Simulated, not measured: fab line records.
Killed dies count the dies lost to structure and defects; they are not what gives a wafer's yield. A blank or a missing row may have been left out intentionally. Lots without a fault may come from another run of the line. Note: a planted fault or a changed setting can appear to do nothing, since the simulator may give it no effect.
Chamber matching	flow n5_finfet	4 sister chambers for N5_SD_EPI_N_LINER_46 on ald_sin-01
The step material SiNx, target thk 3 nm. 7 wafers are shown with their chamber, then 7 later ones without.

== WAFERS PAIRED WITH THEIR CHAMBERS ==
wafer	chamber	heater_power_w (W)
L074.2	2	838
L079.6	1	774
L086.2	3	700
L086.3	0	918
L086.6	1	713
L087.2	3	699
L087.3	0	913

== WAFERS WITH NO CHAMBER GIVEN ==
wafer	heater_power_w (W)
L087.5	910
L093.3	944
L093.5	832
L093.6	679
L095.2	923
L095.4	822
L095.6	906

== EACH ONE'S CHAMBER ==
wafer	from the rows above	in truth
L087.5	0	0
L093.3	0	0
L093.5	2	2
L093.6	can't be placed: 3 or 1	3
L095.2	0	0
L095.4	2	2
L095.6	0	0
Correctly placed: 6 of 7. These rows do not allow placing 1 (true chamber among the candidates in 1). 0 placed wrongly.
How it was worked out, from the rows above alone: a wafer's distance from a chamber is the root of the sum, over the readings, of the square of ((its reading less the chamber's mean) divided by the reading's scatter). The wafer belongs to the nearest chamber; if the next one is less than 2 further off, it can't be placed. A chamber's mean is the mean of its shown wafers. The scatter: take each reading less its chamber's mean, square it, sum over the shown wafers, divide by the number of wafers less the number of chambers, and take the root.
